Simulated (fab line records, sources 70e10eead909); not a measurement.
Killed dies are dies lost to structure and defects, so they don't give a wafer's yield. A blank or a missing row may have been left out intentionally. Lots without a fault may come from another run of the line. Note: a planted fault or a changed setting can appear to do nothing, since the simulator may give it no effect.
Matching of chambers | flow nand harc | pecvd-04 running NHARC_THIN_TSV_DEP_47: 3 sister chambers
The step deposits SiO2, target thk 200 nm. 3 wafers are shown with their chamber, then 7 later ones without.

== WAFERS WITH THEIR CHAMBER ==
wafer  | chamber | throttle valve pct (%)
L088.3 | 2       | 16.3
L090.1 | 0       | 16.7
L090.2 | 1       | 16.4

== WAFERS WHOSE CHAMBER IS MISSING ==
wafer  | throttle valve pct (%)
L090.3 | 16.0
L095.3 | 16.5
L095.5 | 16.2
L095.6 | 16.5
L097.2 | 16.2
L097.3 | 16.8
L097.4 | 16.1

== CHAMBER TAKEN BY EACH ==
wafer  | from the rows above          | in truth
L090.3 | can't be placed: 2 or 1      | 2
L095.3 | can't be placed: 1 or 0 or 2 | 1
L095.5 | can't be placed: 2 or 1      | 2
L095.6 | can't be placed: 1 or 0 or 2 | 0
L097.2 | can't be placed: 2 or 1      | 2
L097.3 | can't be placed: 0 or 1      | 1
L097.4 | can't be placed: 2 or 1      | 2
Placed correctly: 0 of 7. From these rows, 7 cannot be placed; in 7 the true chamber is one of the candidates. Placed wrongly: 0.
How it was worked out, from the rows above alone: a wafer's distance from a chamber is the root of the sum, over the readings, of the square of ((its reading less the chamber's mean) divided by the reading's scatter). The wafer belongs to the nearest chamber; if the next one is less than 2 further off, it can't be placed. Each chamber's mean is taken over the wafers shown for it. The scatter (one wafer shown for each chamber): square how far every hidden wafer sits from the nearest shown wafer, average those squares and take the square root.
